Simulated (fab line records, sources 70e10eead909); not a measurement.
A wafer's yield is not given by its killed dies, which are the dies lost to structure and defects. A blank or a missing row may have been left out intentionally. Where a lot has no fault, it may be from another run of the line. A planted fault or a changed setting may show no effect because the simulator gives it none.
Matching of chambers	flow nand_harc	3 sister chambers for NHARC_P_M0_PRE_CLEAN_31 on pecvd-02
The step time 12 s. 20 wafers are shown with their chamber, then 10 later ones without.

## WAFERS, EACH WITH ITS CHAMBER
wafer	chamber	heater_power_w (W)
L074.1	2	677
L074.5	2	671
L074.6	1	747
L075.1	1	790
L075.3	0	501
L075.6	1	774
L088.2	2	691
L088.3	1	814
L088.6	0	557
L086.1	1	836
L086.2	0	488
L086.5	1	837
L089.1	2	657
L089.4	0	576
L089.6	2	655
L091.4	2	635
L091.5	1	800
L091.6	0	550
L093.2	1	823
L093.3	2	561

SIGNATURES (means of the wafers above)
reading	chamber 0	chamber 1	chamber 2	scatter within a chamber
heater_power_w	534.40	802.62	649.57	37.4
Rule: a wafer lies at a distance from a chamber equal to the root of the sum of squares, over the readings, of (its reading less the chamber's mean, divided by the reading's scatter). If the next closest chamber is less than 2 further off than the closest, the wafer can't be placed; otherwise it belongs to the closest. The scatter: take each reading less its chamber's mean, square it, sum over the shown wafers, divide by the number of wafers less the number of chambers, and take the root.

## WAFERS WHOSE CHAMBER IS MISSING
wafer	heater_power_w (W)
L093.4	571
L092.3	617
L092.4	814
L092.6	624
L095.1	739
L095.3	537
L095.6	545
L097.3	634
L097.4	735
L097.6	629

## CHAMBER TAKEN BY EACH
wafer	from the rows above	in truth
L093.4	can't be placed: 0 or 2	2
L092.3	can't be placed: 2 or 0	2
L092.4	1	1
L092.6	can't be placed: 2 or 0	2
L095.1	can't be placed: 1 or 2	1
L095.3	0	0
L095.6	0	0
L097.3	2	2
L097.4	can't be placed: 1 or 2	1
L097.6	can't be placed: 2 or 0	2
Correct placement for 4 of the 10. From these rows, 6 cannot be placed; in 6 the true chamber is one of the candidates. Number placed wrongly: 0.
